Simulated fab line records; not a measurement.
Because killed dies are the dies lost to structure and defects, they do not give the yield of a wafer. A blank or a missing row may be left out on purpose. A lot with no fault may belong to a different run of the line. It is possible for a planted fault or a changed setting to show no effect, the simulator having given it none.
Which tool is to blame?	flow n5_finfet	24 lots with 72 wafers sampled at 6 steps, on a route of 1938 steps

== WHAT THE GAUGES SHOWED, per wafer ==
No reading from a measuring or inspecting step in the record can be judged against a usual standard deviation.

== WHAT TOOL EACH LOT RAN ON (gives the tool, then ch and the chambers of the sampled wafers, and finally the start) ==
lot	N5_BEOL_M8_ETCH_72	N5_BEOL_M8_CURE_75	N5_BEOL_M8_PRE_CLEAN_45	N5_BEOL_M8_SURFACE_TREAT_79	N5_BEOL_M8_DEP_56	N5_BEOL_M9_ILD_DEP_00
L074	rie_diel-06 ch 0,1, day 9 22:23	uv_cure-02 ch 2, day 9 23:02	pvd_sputter-01, day 9 23:29	pvd_sputter-01, day 9 23:56	pecvd-02 ch 0, day 10 01:15	pecvd-01 ch 0,1,2, day 10 01:24
L075	rie_diel-04 ch 0,1,3, day 10 08:18	uv_cure-02 ch 2, day 10 08:55	pvd_sputter-01, day 10 09:19	pvd_sputter-01, day 10 09:53	pecvd-03 ch 0,2, day 10 11:44	pecvd-04 ch 0,2, day 10 11:52
L076	rie_diel-06 ch 0,2,3, day 10 14:20	uv_cure-02 ch 2, day 10 14:58	pvd_sputter-03, day 10 15:17	pvd_sputter-02, day 10 16:54	pecvd-02 ch 0,1, day 10 18:02	pecvd-04 ch 0,1, day 10 18:10
L079	rie_diel-06 ch 0,1,3, day 10 21:30	uv_cure-03 ch 1, day 10 22:17	pvd_sputter-02, day 10 22:39	pvd_sputter-03, day 10 23:04	pecvd-01 ch 0,1,2, day 11 00:15	pecvd-04 ch 0,1,2, day 11 00:23
L077	rie_diel-06 ch 1,2,3, day 10 21:58	uv_cure-01 ch 1, day 10 22:33	pvd_sputter-03, day 10 23:16	pvd_sputter-02, day 11 00:48	pecvd-01 ch 0,1,2, day 11 02:01	pecvd-04 ch 0,2, day 11 02:09
L078	rie_diel-04 ch 0,2, day 11 00:40	uv_cure-03 ch 2, day 11 01:15	pvd_sputter-02, day 11 01:38	pvd_sputter-03, day 11 02:02	pecvd-01 ch 1,2, day 11 03:44	pecvd-01 ch 1,2, day 11 03:52
L080	rie_diel-06 ch 0,1,3, day 11 15:04	uv_cure-03 ch 2, day 11 16:10	pvd_sputter-02, day 11 16:32	pvd_sputter-02, day 11 17:08	pecvd-02 ch 0,1,2, day 11 18:53	pecvd-04 ch 0,1, day 11 19:01
L081	rie_diel-06 ch 2,3, day 11 17:19	uv_cure-02 ch 2, day 11 17:54	pvd_sputter-03, day 11 18:31	pvd_sputter-03, day 11 19:04	pecvd-02 ch 0,1,2, day 11 20:48	pecvd-04 ch 0,1,2, day 11 20:56
L082	rie_diel-05 ch 0,1,2, day 11 22:10	uv_cure-02 ch 0, day 11 22:45	pvd_sputter-01, day 11 23:11	pvd_sputter-01, day 11 23:35	pecvd-02 ch 0,1,2, day 12 01:24	pecvd-01 ch 1,2, day 12 01:32
L083	rie_diel-04 ch 0,2,3, day 12 04:28	uv_cure-03 ch 2, day 12 05:07	pvd_sputter-01, day 12 05:28	pvd_sputter-03, day 12 05:49	pecvd-01 ch 0,1,2, day 12 07:12	pecvd-01 ch 0,2, day 12 07:20
L085	rie_diel-05 ch 0,1,3, day 12 08:46	uv_cure-03 ch 1, day 12 09:22	pvd_sputter-02, day 12 09:58	pvd_sputter-03, day 12 10:28	pecvd-02 ch 0,1,2, day 12 13:23	pecvd-01 ch 0,1, day 12 13:31
L084	rie_diel-06 ch 1,2,3, day 12 16:56	uv_cure-01 ch 1, day 12 17:32	pvd_sputter-01, day 12 18:06	pvd_sputter-03, day 12 18:32	pecvd-02 ch 0,1,2, day 12 20:05	pecvd-02 ch 0,1,2, day 12 20:13
L088	rie_diel-05 ch 2,3, day 12 17:01	uv_cure-02 ch 0, day 12 17:42	pvd_sputter-01, day 12 18:11	pvd_sputter-01, day 12 18:34	pecvd-03 ch 0,2, day 12 20:04	pecvd-01 ch 0,1,2, day 12 20:13
L086	rie_diel-05 ch 1,2,3, day 12 20:23	uv_cure-03 ch 1, day 12 20:58	pvd_sputter-01, day 12 21:53	pvd_sputter-01, day 12 23:55	pecvd-02 ch 0,2, day 13 01:09	pecvd-02 ch 1,2, day 13 01:17
L087	rie_diel-06 ch 1,3, day 13 15:16	uv_cure-02 ch 0, day 13 15:57	pvd_sputter-02, day 13 16:33	pvd_sputter-01, day 13 19:09	pecvd-02 ch 0,1, day 13 20:24	pecvd-04 ch 0,2, day 13 20:32
L089	rie_diel-05 ch 0,1, day 13 15:19	uv_cure-01 ch 1, day 13 16:10	pvd_sputter-01, day 13 19:20	pvd_sputter-01, day 13 19:49	pecvd-03 ch 1,2, day 13 20:55	pecvd-02 ch 0,2, day 13 21:03
L090	rie_diel-04 ch 0,2,3, day 13 21:17	uv_cure-01 ch 0, day 13 21:53	pvd_sputter-01, day 13 23:40	pvd_sputter-01, day 14 00:07	pecvd-01 ch 0,1, day 14 01:12	pecvd-04 ch 0,1,2, day 14 01:21
L091	rie_diel-05 ch 0,2, day 14 12:52	uv_cure-01 ch 1, day 14 13:28	pvd_sputter-01, day 14 14:15	pvd_sputter-02, day 14 14:42	pecvd-02 ch 1,2, day 14 17:27	pecvd-02 ch 1,2, day 14 17:36
L092	rie_diel-06 ch 0,1,3, day 14 17:10	uv_cure-01 ch 1, day 14 17:45	pvd_sputter-01, day 14 18:07	pvd_sputter-01, day 14 18:27	pecvd-02 ch 1,2, day 14 19:31	pecvd-01 ch 0,2, day 14 19:39
L094	rie_diel-06 ch 0,1,2, day 14 20:18	uv_cure-01 ch 1, day 14 20:53	pvd_sputter-03, day 14 21:38	pvd_sputter-03, day 14 22:04	pecvd-03 ch 0,2, day 14 23:26	pecvd-02 ch 0,2, day 14 23:34
L093	rie_diel-05 ch 1,2,3, day 14 21:07	uv_cure-01 ch 0, day 14 21:48	pvd_sputter-03, day 14 23:07	pvd_sputter-03, day 14 23:40	pecvd-01 ch 0,1,2, day 15 00:52	pecvd-02 ch 0,2, day 15 01:00
L096	rie_diel-05 ch 0,1,3, day 14 22:18	uv_cure-01 ch 2, day 14 22:54	pvd_sputter-03, day 14 23:19	pvd_sputter-01, day 14 23:43	pecvd-02 ch 1,2, day 15 01:08	pecvd-01 ch 0,1, day 15 01:16
L095	rie_diel-04 ch 2,3, day 15 14:41	uv_cure-02 ch 0, day 15 15:29	pvd_sputter-03, day 15 16:14	pvd_sputter-03, day 15 16:35	pecvd-03 ch 0,1, day 15 18:01	pecvd-01 ch 0,1, day 15 18:08
L097	rie_diel-04 ch 0,1,2, day 15 19:14	uv_cure-01 ch 0, day 15 19:50	pvd_sputter-01, day 15 20:32	pvd_sputter-01, day 15 21:09	pecvd-03 ch 0,1,2, day 16 00:04	pecvd-01 ch 0,2, day 16 00:12
- N5_BEOL_M8_ETCH_72: etches underlayer in N2/H2, target depth 6.5 nm, time 5.2 s.
- N5_BEOL_M8_CURE_75: cures SiCOH lowk, time 120 s.
- N5_BEOL_M8_PRE_CLEAN_45: time 30 s.
- N5_BEOL_M8_SURFACE_TREAT_79
- N5_BEOL_M8_DEP_56: deposits SiCN from 3MS/NH3, target thk 10 nm, time 17.5 s.
- N5_BEOL_M9_ILD_DEP_00: deposits SiCOH lowk from DEMS/porogen, target thk 308.51 nm, time 58 s.

== WHAT THE TOOLS THEMSELVES READ (means of the sampled wafers that have a number; where no wafer has one, the mark that the record gives instead) ==
N5_BEOL_M8_ETCH_72. Usual: drypump_motor_current_A 5.9 A, standard deviation 0.49; etch_rf_on_time_s 5.17 s, standard deviation 0.11; oes_product_au 0.67 a.u., standard deviation 0.063; rf_vpp_V 525.5 V, standard deviation 2.4; showerhead_plenum_p_Torr 2.59 Torr, standard deviation 0.083; throttle_valve_pct 17.8 %, standard deviation 0.37.
lot	tool	drypump_motor_current_A (A)	etch_rf_on_time_s (s)	oes_product_au (a.u.)	rf_vpp_V (V)	showerhead_plenum_p_Torr (Torr)	throttle_valve_pct (%)	flag
L074	rie_diel-06	6.3	5.11	0.65	526.9	2.65	18.0	
L075	rie_diel-04	5.7	5.23	0.66	524.4	2.55	17.8	
L076	rie_diel-06	5.8	5.23	0.67	524.6	2.58	17.8	
L079	rie_diel-06	6.0	5.15	0.65	525.4	2.65	17.9	
L077	rie_diel-06	5.8	5.16	0.70	526.7	2.59	17.6	
L078	rie_diel-04	5.4	5.11	0.71	523.4	2.53	17.8	
L080	rie_diel-06	6.0	5.11	0.65	527.9	2.65	17.9	
L081	rie_diel-06	5.6	5.11	0.72	523.6	2.52	17.5	
L082	rie_diel-05	5.8	5.19	0.67	526.0	2.59	17.7	
L083	rie_diel-04	5.9	5.13	0.69	525.9	2.57	17.8	
L085	rie_diel-05	6.0	5.19	0.65	524.8	2.63	17.7	
L084	rie_diel-06	5.8	5.08	0.69	526.1	2.58	17.7	
L088	rie_diel-05	5.5	5.21	0.64	522.4	2.50	17.5	
L086	rie_diel-05	5.7	5.21	0.63	524.5	2.56	17.8	
L087	rie_diel-06	6.0	5.04	0.66	528.2	2.65	17.8	
L089	rie_diel-05	6.1	5.27	0.66	527.2	2.64	17.7	
L090	rie_diel-04	5.9	5.09	0.68	523.9	2.56	17.9	
L091	rie_diel-05	5.9	5.31	0.67	526.0	2.59	17.5	
L092	rie_diel-06	5.9	5.20	0.62	527.3	2.64	18.0	
L094	rie_diel-06	6.2	5.12	0.67	525.9	2.58	17.8	
L093	rie_diel-05	5.7	5.10	0.69	524.9	2.55	17.7	
L096	rie_diel-05	6.0	5.15	0.70	528.2	2.62	17.6	
L095	rie_diel-04	6.3	5.15	0.65	525.3	2.61	17.9	
L097	rie_diel-04	5.7	5.22	0.70	524.6	2.57	17.8	

N5_BEOL_M8_CURE_75. Usual: lamp_power_pct 52.32 %, standard deviation 0.046; wafer_temp_C_max 371.6, standard deviation 0.61.
lot	tool	lamp_power_pct (%)	wafer_temp_C_max	flag
L074	uv_cure-02	52.30	371.1	
L075	uv_cure-02	52.31	371.2	
L076	uv_cure-02	52.33	371.2	
L079	uv_cure-03	52.29	371.1	
L077	uv_cure-01	52.32	372.6	
L078	uv_cure-03	52.32	372.3	
L080	uv_cure-03	52.34	372.5	
L081	uv_cure-02	52.31	371.2	
L082	uv_cure-02	52.33	371.1	
L083	uv_cure-03	52.35	372.4	
L085	uv_cure-03	52.34	371.1	
L084	uv_cure-01	52.28	372.2	
L088	uv_cure-02	52.35	371.2	
L086	uv_cure-03	52.28	371.0	
L087	uv_cure-02	52.35	371.1	
L089	uv_cure-01	52.33	371.8	
L090	uv_cure-01	52.30	371.6	
L091	uv_cure-01	52.28	371.4	
L092	uv_cure-01	52.31	372.5	
L094	uv_cure-01	52.32	372.4	
L093	uv_cure-01	52.31	371.6	
L096	uv_cure-01	52.28	372.3	
L095	uv_cure-02	52.31	371.3	
L097	uv_cure-01	52.37	371.5	

N5_BEOL_M8_PRE_CLEAN_45. Usual: heater_power_w at 370 W, with a standard deviation of 27.
lot	tool	heater_power_w (W)	flag
L074	pvd_sputter-01	380	
L075	pvd_sputter-01	371	
L076	pvd_sputter-03	390	
L079	pvd_sputter-02	350	
L077	pvd_sputter-03	357	
L078	pvd_sputter-02	348	
L080	pvd_sputter-02	339	
L081	pvd_sputter-03	371	
L082	pvd_sputter-01	393	
L083	pvd_sputter-01	370	
L085	pvd_sputter-02	343	
L084	pvd_sputter-01	379	
L088	pvd_sputter-01	387	
L086	pvd_sputter-01	383	
L087	pvd_sputter-02	334	
L089	pvd_sputter-01	356	
L090	pvd_sputter-01	392	
L091	pvd_sputter-01	365	
L092	pvd_sputter-01	395	
L094	pvd_sputter-03	367	
L093	pvd_sputter-03	366	
L096	pvd_sputter-03	362	
L095	pvd_sputter-03	341	
L097	pvd_sputter-01	364	

N5_BEOL_M8_DEP_56. Usual: chamber_pressure_Torr 3.000 Torr, standard deviation 0.0062; showerhead_plenum_p_Torr 3.659 Torr, standard deviation 0.0095; throttle_valve_pct 8.6 %, standard deviation 0.59.
lot	tool	chamber_pressure_Torr (Torr)	showerhead_plenum_p_Torr (Torr)	throttle_valve_pct (%)	flag
L074	pecvd-02	3.001	3.653	8.3	
L075	pecvd-03	3.002	3.665	8.7	
L076	pecvd-02	2.997	3.654	8.6	
L079	pecvd-01	3.001	3.669	9.1	
L077	pecvd-01	2.992	3.670	9.3	
L078	pecvd-01	3.002	3.668	9.0	
L080	pecvd-02	3.004	3.651	8.3	
L081	pecvd-02	2.995	3.655	8.3	
L082	pecvd-02	3.006	3.654	8.4	
L083	pecvd-01	2.998	3.663	9.0	
L085	pecvd-02	3.004	3.652	8.2	
L084	pecvd-02	3.000	3.650	8.1	
L088	pecvd-03	3.009	3.656	8.5	
L086	pecvd-02	3.001	3.655	8.1	
L087	pecvd-02	3.001	3.657	8.5	
L089	pecvd-03	3.000	3.653	8.8	
L090	pecvd-01	2.999	3.669	9.0	
L091	pecvd-02	2.998	3.651	8.1	
L092	pecvd-02	2.999	3.658	8.4	
L094	pecvd-03	2.993	3.664	8.5	
L093	pecvd-01	3.002	3.667	9.0	
L096	pecvd-02	3.000	3.655	8.1	
L095	pecvd-03	3.007	3.665	9.3	
L097	pecvd-03	3.001	3.659	9.0	

N5_BEOL_M9_ILD_DEP_00. Usual: chamber_pressure_Torr 5.000 Torr, standard deviation 0.011; heater_power_w 301 W, standard deviation 63; showerhead_plenum_p_Torr 5.734 Torr, standard deviation 0.012; throttle_valve_pct 13.5 %, standard deviation 0.69.
lot	tool	chamber_pressure_Torr (Torr)	heater_power_w (W)	showerhead_plenum_p_Torr (Torr)	throttle_valve_pct (%)	flag
L074	pecvd-01	5.010	291	5.745	13.7	
L075	pecvd-04	5.005	303	5.734	13.6	
L076	pecvd-04	5.003	264	5.732	13.6	
L079	pecvd-04	4.997	311	5.725	13.8	
L077	pecvd-04	5.014	291	5.730	13.5	
L078	pecvd-01	5.001	294	5.741	14.1	
L080	pecvd-04	5.002	244	5.729	13.8	
L081	pecvd-04	4.999	295	5.731	13.8	
L082	pecvd-01	5.011	318	5.746	14.1	
L083	pecvd-01	5.000	231	5.750	13.6	
L085	pecvd-01	4.989	299	5.739	13.9	
L084	pecvd-02	5.003	292	5.733	12.5	
L088	pecvd-01	4.994	323	5.745	13.6	
L086	pecvd-02	4.999	329	5.734	12.3	
L087	pecvd-04	5.007	293	5.732	13.8	
L089	pecvd-02	5.000	302	5.730	12.6	
L090	pecvd-04	5.011	292	5.720	13.6	
L091	pecvd-02	4.987	362	5.722	12.4	
L092	pecvd-01	4.991	241	5.743	13.4	
L094	pecvd-02	5.000	307	5.719	12.6	
L093	pecvd-02	5.009	316	5.724	12.4	
L096	pecvd-01	5.003	311	5.750	13.7	
L095	pecvd-01	4.993	341	5.734	14.1	
L097	pecvd-01	5.005	226	5.745	13.8	

== THE ANSWER, worked out from the rows above alone ==
Rule: a lot is off if the mean of its wafers that have a number lies more than 3 standard deviations from the usual mean. Also off: a lot with no number at a reading for which 4 or more lots have one. The other lots that the step has rows for count as sound. First the gauges in route order, then the tools' own readings, where a lot's mean is used as printed above. The first step at which some lot is off is used, and at that step the reading that is off furthest; a lot without a number counts as furthest.
No lot is off at any reading shown: from this, nothing can be told.

== WHAT THE SIMULATOR PUT IN ==
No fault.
